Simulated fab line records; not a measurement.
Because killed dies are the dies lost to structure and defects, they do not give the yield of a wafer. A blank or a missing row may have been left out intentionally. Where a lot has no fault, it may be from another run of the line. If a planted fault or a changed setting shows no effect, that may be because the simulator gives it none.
What tool caused it?    flow nand_harc    24 lots, 72 wafers sampled, at 6 steps of a route of 1302

== WHAT THE GAUGES SHOWED, per wafer ==
The record holds no reading of a measuring or inspecting step that can be judged against a usual standard deviation.

== WHAT TOOL EACH LOT RAN ON (gives the tool, then ch and the chambers of the sampled wafers, and finally the start) ==
lot   NHARC_P_GATE_HM_DEP_102        NHARC_P_GATE_ALD_36                NHARC_P_GATE_STRIP_75                 NHARC_P_GATE_DESCUM_93              NHARC_P_CONTACT_CMP_01         NHARC_P_CONTACT_ETCH_18
L074  acl_dep-03 ch 0, day 5 00:42   ald_sin-01 ch 0,2,3, day 5 03:21   plasma_asher-01 ch 0,1, day 5 16:53   rie_diel-01 ch 0,1,3, day 5 19:35   cmp-02 ch 0,1,2, day 6 00:01   rie_diel-13 ch 0,2, no start
L075  acl_dep-02 ch 0, day 5 05:22   ald_sin-03 ch 0,1, day 5 08:18     plasma_asher-01 ch 0,1, day 5 19:41   rie_diel-02 ch 0,1,3, day 5 22:29   cmp-01 ch 0,1,3, day 6 02:22   rie_diel-12 ch 1,2,3, no start
L076  acl_dep-01 ch 0, day 5 20:22   ald_sin-02 ch 0,1,3, day 5 22:56   plasma_asher-01 ch 0,1, day 6 10:20   rie_diel-01 ch 0,1,3, day 6 13:10   cmp-01 ch 0,1,3, day 6 16:50   rie_diel-13 ch 0,1,3, no start
L077  acl_dep-01 ch 0, day 6 06:16   ald_sin-01 ch 1,2,3, day 6 08:57   plasma_asher-02 ch 0,1, day 6 20:18   rie_diel-07 ch 0,2,3, day 6 22:59   cmp-01 ch 0,2,3, day 7 02:45   rie_diel-12 ch 1,2,3, no start
L078  acl_dep-02 ch 0, day 6 12:28   ald_sin-03 ch 0,3, day 6 16:23     plasma_asher-02 ch 0,1, day 7 02:38   rie_diel-02 ch 0,3, day 7 05:13     cmp-01 ch 0,2,3, day 7 09:04   rie_diel-13 ch 0,2, no start
L079  acl_dep-02 ch 0, day 7 04:56   ald_sin-02 ch 1,2, day 7 07:36     plasma_asher-02 ch 0,1, day 7 18:46   rie_diel-07 ch 0,3, day 7 21:27     cmp-02 ch 0,1,3, day 8 01:28   rie_diel-12 ch 0,2,3, no start
L080  acl_dep-01 ch 0, day 7 20:56   ald_sin-01 ch 0,2,3, day 7 23:43   plasma_asher-02 ch 0,1, day 8 13:14   rie_diel-02 ch 0,3, day 8 16:20     cmp-02 ch 1,2,3, day 8 20:08   rie_diel-12 ch 1,2,3, no start
L081  acl_dep-01 ch 0, day 7 23:28   ald_sin-03 ch 0,1, day 8 03:19     plasma_asher-01 ch 0, day 8 13:31     rie_diel-07 ch 1,2, day 8 16:31     cmp-04 ch 1,2,3, day 8 20:27   rie_diel-13 ch 0,2, no start
L082  acl_dep-02 ch 0, day 8 08:09   ald_sin-02 ch 0,2, day 8 12:01     plasma_asher-02 ch 0,1, day 8 22:26   rie_diel-07 ch 1,3, day 9 01:13     cmp-04 ch 0,1,3, day 9 04:57   rie_diel-13 ch 0,1,2, no start
L083  acl_dep-03 ch 0, day 8 23:40   ald_sin-01 ch 2,3, day 9 02:33     plasma_asher-01 ch 0,1, day 9 15:55   rie_diel-02 ch 0,2, day 9 18:43     cmp-01 ch 0,1,2, day 9 22:27   rie_diel-13 ch 0,2,3, no start
L084  acl_dep-03 ch 0, day 9 00:19   ald_sin-03 ch 0,1,3, day 9 04:05   plasma_asher-01 ch 0,1, day 9 14:27   rie_diel-07 ch 1,2, day 9 17:08     cmp-01 ch 1,2, day 9 20:55     rie_diel-12 ch 0,1,3, no start
L085  acl_dep-02 ch 0, day 9 19:05   ald_sin-02 ch 0,2,3, day 9 23:04   plasma_asher-02 ch 0,1, day 10 09:23  rie_diel-02 ch 2,3, day 10 12:05    cmp-04 ch 1,2,3, day 10 16:01  rie_diel-13 ch 0,1,2, no start
L086  acl_dep-02 ch 0, day 10 01:22  ald_sin-03 ch 0,2,3, day 10 04:13  plasma_asher-01 ch 0,1, day 10 15:36  rie_diel-02 ch 0,2,3, day 10 18:14  cmp-04 ch 1,2,3, day 10 22:05  rie_diel-13 ch 0,1, no start
L087  acl_dep-03 ch 0, day 10 04:49  ald_sin-02 ch 0,3, day 10 07:29    plasma_asher-02 ch 0,1, day 10 18:49  rie_diel-02 ch 2,3, day 10 21:25    cmp-04 ch 2,3, day 11 01:07    rie_diel-13 ch 0,1,3, no start
L088  acl_dep-02 ch 0, day 10 14:44  ald_sin-01 ch 0,1,2, day 10 20:03  plasma_asher-01 ch 0,1, day 11 06:45  rie_diel-02 ch 0,2, day 11 09:26    cmp-02 ch 1,2, day 11 13:16    rie_diel-12 ch 1,2, no start
L089  acl_dep-03 ch 0, day 11 13:18  ald_sin-01 ch 0,1,2, day 11 16:05  plasma_asher-02 ch 1, day 12 03:30    rie_diel-02 ch 1,3, day 12 06:17    cmp-04 ch 2,3, day 12 10:03    rie_diel-13 ch 1,3, no start
L090  acl_dep-01 ch 0, day 11 19:32  ald_sin-03 ch 0,1, day 11 22:47    plasma_asher-01 ch 0,1, day 12 10:13  rie_diel-02 ch 1,2,3, day 12 13:01  cmp-02 ch 0,2,3, day 12 16:56  rie_diel-04 ch 0,1,2, no start
L091  acl_dep-01 ch 0, day 12 01:13  ald_sin-02 ch 1,2,3, day 12 04:01  plasma_asher-02 ch 0,1, day 12 15:21  rie_diel-01 ch 0,1,2, day 12 17:55  cmp-02 ch 1,2,3, day 12 21:36  rie_diel-04 ch 0,1,2, no start
L092  acl_dep-03 ch 0, day 12 06:37  ald_sin-01 ch 0,3, day 12 09:24    plasma_asher-02 ch 0,1, day 12 20:43  rie_diel-02 ch 0,1,2, day 12 23:24  cmp-04 ch 0,1,3, day 13 03:08  rie_diel-13 ch 0,2, no start
L093  acl_dep-03 ch 0, day 12 20:07  ald_sin-03 ch 0,1,3, day 13 01:43  plasma_asher-02 ch 0,1, day 13 09:57  rie_diel-02 ch 0,2,3, day 13 12:44  cmp-02 ch 1,2,3, day 13 16:29  rie_diel-04 ch 2,3, no start
L094  acl_dep-01 ch 0, day 13 07:37  ald_sin-02 ch 0,1, day 13 10:25    plasma_asher-01 ch 0,1, day 13 21:46  rie_diel-02 ch 0,2,3, day 14 00:35  cmp-01 ch 0,2,3, day 14 04:16  rie_diel-04 ch 0,1,3, no start
L095  acl_dep-01 ch 0, day 13 12:10  ald_sin-01 ch 0,1, day 13 14:37    plasma_asher-01 ch 0,1, day 14 01:59  rie_diel-01 ch 2,3, day 14 04:39    cmp-04 ch 0,3, day 14 08:30    rie_diel-04 ch 0,1,2, no start
L096  acl_dep-02 ch 0, day 13 22:19  ald_sin-03 ch 0,1,2, day 14 02:11  plasma_asher-02 ch 0,1, day 14 12:22  rie_diel-07 ch 1,3, day 14 15:02    cmp-01 ch 0,1,3, day 14 18:46  rie_diel-13 ch 0,3, no start
L097  acl_dep-03 ch 0, day 14 11:17  ald_sin-02 ch 1,2,3, day 14 15:57  plasma_asher-02 ch 0,1, day 15 01:08  rie_diel-07 ch 1,2, day 15 03:41    cmp-02 ch 0,1, day 15 07:25    rie_diel-04 ch 0,2,3, no start
- NHARC_P_GATE_HM_DEP_102: deposits aC, target thk 120 nm.
- NHARC_P_GATE_ALD_36: deposits SiNx, target thk 20 nm, pulse time 60 s, ald cycles 223.
- NHARC_P_GATE_STRIP_75: strips in O2.
- NHARC_P_GATE_DESCUM_93: chemistry O2, time 3 s.
- NHARC_P_CONTACT_CMP_01: polishes SiO2, target thk 200 nm.
- NHARC_P_CONTACT_ETCH_18: etches the open film in C4F8/O2/Ar, target depth 481 nm, time 240.5 s.

== AS READ BY THE TOOLS THEMSELVES (means over the sampled wafers that have a number; for cases with no such wafer, the mark the record gives instead) ==
NHARC_P_GATE_HM_DEP_102. Usual: throttle_valve_pct 35.000 %, standard deviation 0.0097.
lot   tool        throttle_valve_pct (%)  flag
L074  acl_dep-03  35.006                  
L075  acl_dep-02  35.000                  
L076  acl_dep-01  34.991                  
L077  acl_dep-01  34.995                  
L078  acl_dep-02  34.991                  
L079  acl_dep-02  34.998                  
L080  acl_dep-01  34.998                  
L081  acl_dep-01  34.990                  
L082  acl_dep-02  35.000                  
L083  acl_dep-03  35.005                  
L084  acl_dep-03  35.004                  
L085  acl_dep-02  35.007                  
L086  acl_dep-02  34.998                  
L087  acl_dep-03  34.997                  
L088  acl_dep-02  34.995                  
L089  acl_dep-03  34.990                  
L090  acl_dep-01  34.998                  
L091  acl_dep-01  34.996                  
L092  acl_dep-03  34.990                  
L093  acl_dep-03  35.007                  
L094  acl_dep-01  35.003                  
L095  acl_dep-01  34.998                  
L096  acl_dep-02  35.003                  
L097  acl_dep-03  35.001                  

NHARC_P_GATE_ALD_36. Usual: heater_power_w 881 W, standard deviation 110; precursor_pulse_height_rel 0.999, standard deviation 0.02.
lot   tool        heater_power_w (W)  precursor_pulse_height_rel  flag
L074  ald_sin-01  888                 0.993                       
L075  ald_sin-03  739                 0.994                       
L076  ald_sin-02  969                 0.980                       
L077  ald_sin-01  838                 1.012                       
L078  ald_sin-03  963                 0.990                       
L079  ald_sin-02  879                 1.002                       
L080  ald_sin-01  885                 0.984                       
L081  ald_sin-03  718                 0.999                       
L082  ald_sin-02  867                 0.997                       
L083  ald_sin-01  879                 0.988                       
L084  ald_sin-03  868                 0.991                       
L085  ald_sin-02  912                 1.012                       
L086  ald_sin-03  911                 1.004                       
L087  ald_sin-02  960                 1.004                       
L088  ald_sin-01  858                 1.024                       
L089  ald_sin-01  843                 1.002                       
L090  ald_sin-03  725                 1.016                       
L091  ald_sin-02  910                 1.009                       
L092  ald_sin-01  846                 1.008                       
L093  ald_sin-03  881                 0.994                       
L094  ald_sin-02  976                 0.993                       
L095  ald_sin-01  798                 0.991                       
L096  ald_sin-03  775                 1.002                       
L097  ald_sin-02  856                 1.000                       

NHARC_P_GATE_STRIP_75. Usual: drypump_motor_current_A 5.4 A, standard deviation 0.45; heater_power_w 349 W, standard deviation 13.
lot   tool             drypump_motor_current_A (A)  heater_power_w (W)  flag
L074  plasma_asher-01  4.9                          346                 
L075  plasma_asher-01  4.9                          345                 
L076  plasma_asher-01  5.0                          344                 
L077  plasma_asher-02  5.8                          330                 
L078  plasma_asher-02  5.8                          335                 
L079  plasma_asher-02  5.8                          338                 
L080  plasma_asher-02  5.8                          343                 
L081  plasma_asher-01  4.7                          355                 
L082  plasma_asher-02  5.8                          343                 
L083  plasma_asher-01  4.9                          357                 
L084  plasma_asher-01  4.9                          359                 
L085  plasma_asher-02  5.8                          343                 
L086  plasma_asher-01  4.9                          356                 
L087  plasma_asher-02  5.7                          343                 
L088  plasma_asher-01  4.9                          357                 
L089  plasma_asher-02  5.9                          357                 
L090  plasma_asher-01  5.0                          362                 
L091  plasma_asher-02  5.8                          355                 
L092  plasma_asher-02  5.8                          356                 
L093  plasma_asher-02  5.8                          346                 
L094  plasma_asher-01  4.9                          361                 
L095  plasma_asher-01  4.9                          356                 
L096  plasma_asher-02  5.7                          345                 
L097  plasma_asher-02  5.7                          351                 

NHARC_P_GATE_DESCUM_93. Usual: drypump_motor_current_A 5.6 A, standard deviation 0.53; oes_product_au 1.000 a.u., standard deviation 0.0099; rf_vpp_V 57.8 V, standard deviation 0.93; showerhead_plenum_p_Torr 1.92 Torr, standard deviation 0.069; throttle_valve_pct 11.311 %, standard deviation 0.0087.
lot   tool         drypump_motor_current_A (A)  oes_product_au (a.u.)  rf_vpp_V (V)  showerhead_plenum_p_Torr (Torr)  throttle_valve_pct (%)  flag
L074  rie_diel-01  4.9                          1.006                  58.1          1.95                             11.305                  
L075  rie_diel-02  5.5                          1.001                  58.0          1.97                             11.308                  
L076  rie_diel-01  4.9                          1.000                  57.5          1.95                             11.310                  
L077  rie_diel-07  5.8                          0.985                  57.8          1.83                             11.307                  
L078  rie_diel-02  5.4                          1.013                  57.9          1.97                             11.308                  
L079  rie_diel-07  5.5                          0.996                  57.5          1.84                             11.307                  
L080  rie_diel-02  5.4                          1.011                  57.7          1.96                             11.310                  
L081  rie_diel-07  6.2                          0.993                  57.6          1.85                             11.305                  
L082  rie_diel-07  5.5                          0.994                  57.1          1.88                             11.307                  
L083  rie_diel-02  6.1                          0.994                  57.2          1.94                             11.306                  
L084  rie_diel-07  6.0                          1.003                  57.2          1.88                             11.315                  
L085  rie_diel-02  5.9                          1.002                  58.1          1.92                             11.316                  
L086  rie_diel-02  5.6                          1.000                  57.7          1.94                             11.321                  
L087  rie_diel-02  5.9                          1.001                  58.0          1.92                             11.310                  
L088  rie_diel-02  5.9                          1.011                  58.1          1.96                             11.308                  
L089  rie_diel-02  5.3                          0.994                  58.8          1.94                             11.318                  
L090  rie_diel-02  5.8                          1.001                  58.9          1.94                             11.310                  
L091  rie_diel-01  5.3                          1.002                  56.9          1.98                             11.308                  
L092  rie_diel-02  6.0                          1.002                  58.9          1.96                             11.307                  
L093  rie_diel-02  5.6                          0.990                  57.5          1.94                             11.308                  
L094  rie_diel-02  5.7                          1.003                  58.1          1.94                             11.315                  
L095  rie_diel-01  5.1                          1.000                  58.5          1.99                             11.306                  
L096  rie_diel-07  5.7                          1.000                  57.4          1.90                             11.310                  
L097  rie_diel-07  6.0                          0.996                  58.0          1.88                             11.316                  

NHARC_P_CONTACT_CMP_01. Usual: motor_current_A 11.9 A, standard deviation 1.1; slurry_filter_dp_kPa 13.50 kPa, standard deviation 0.14.
lot   tool    motor_current_A (A)  slurry_filter_dp_kPa (kPa)  flag
L074  cmp-02  11.7                 13.58                       
L075  cmp-01  13.0                 13.63                       
L076  cmp-01  12.7                 13.38                       
L077  cmp-01  12.3                 13.48                       
L078  cmp-01  12.4                 13.50                       
L079  cmp-02  11.5                 13.53                       
L080  cmp-02  10.6                 13.49                       
L081  cmp-04  11.9                 13.63                       
L082  cmp-04  11.8                 13.58                       
L083  cmp-01  12.2                 13.39                       
L084  cmp-01  12.3                 13.56                       
L085  cmp-04  11.7                 13.39                       
L086  cmp-04  12.0                 13.64                       
L087  cmp-04  11.6                 13.34                       
L088  cmp-02  10.8                 13.66                       
L089  cmp-04  11.2                 13.50                       
L090  cmp-02  11.5                 13.48                       
L091  cmp-02  10.9                 13.58                       
L092  cmp-04  12.0                 13.59                       
L093  cmp-02  10.8                 13.58                       
L094  cmp-01  12.0                 13.55                       
L095  cmp-04  11.4                 13.54                       
L096  cmp-01  13.0                 13.51                       
L097  cmp-02  12.2                 13.52                       

NHARC_P_CONTACT_ETCH_18. Usual: oes_product_au 0.960 a.u., standard deviation 0.02; rf_fwd_power_W 597.8 W, standard deviation 1.9; rf_vpp_V 979 V, standard deviation 5.5.
lot   tool         oes_product_au (a.u.)  rf_fwd_power_W (W)  rf_vpp_V (V)  flag
L074  rie_diel-13  0.922                  597.6               983           
L075  rie_diel-12  0.968                  595.6               978           
L076  rie_diel-13  0.964                  595.5               980           
L077  rie_diel-12  0.969                  597.4               979           
L078  rie_diel-13  0.954                  595.4               982           
L079  rie_diel-12  0.970                  597.2               981           
L080  rie_diel-12  0.970                  595.6               978           
L081  rie_diel-13  0.958                  595.6               984           
L082  rie_diel-13  0.919                  596.8               981           
L083  rie_diel-13  0.964                  598.9               984           
L084  rie_diel-12  0.969                  597.0               977           
L085  rie_diel-13  0.956                  598.6               980           
L086  rie_diel-13  0.984                  597.0               976           
L087  rie_diel-13  0.956                  597.0               979           
L088  rie_diel-12  0.966                  598.5               974           
L089  rie_diel-13  0.941                  600.1               982           
L090  rie_diel-04  0.980                  598.9               974           
L091  rie_diel-04  0.935                  598.2               974           
L092  rie_diel-13  0.934                  596.2               983           
L093  rie_diel-04  0.975                  600.4               979           
L094  rie_diel-04  0.976                  598.4               973           
L095  rie_diel-04  0.969                  596.9               974           
L096  rie_diel-13  0.955                  600.2               981           
L097  rie_diel-04  0.957                  597.1               976           

== THE ANSWER, worked out from the rows above alone ==
Rule: a lot is off if the mean of its wafers that have a number lies more than 3 standard deviations from the usual mean. A lot without any number at a reading at which 4 lots or more have one is off too. Any other lot the step has rows for is counted as sound. After the gauges, taken in route order, come the tools' own readings; for these a lot's mean is taken, as printed above. The first step at which some lot is off is used, and at that step the reading that is off furthest; a lot without a number counts as furthest.
No lot is off at any reading shown: from this, nothing can be told.

== WHAT WAS PUT IN BY THE SIMULATOR ==
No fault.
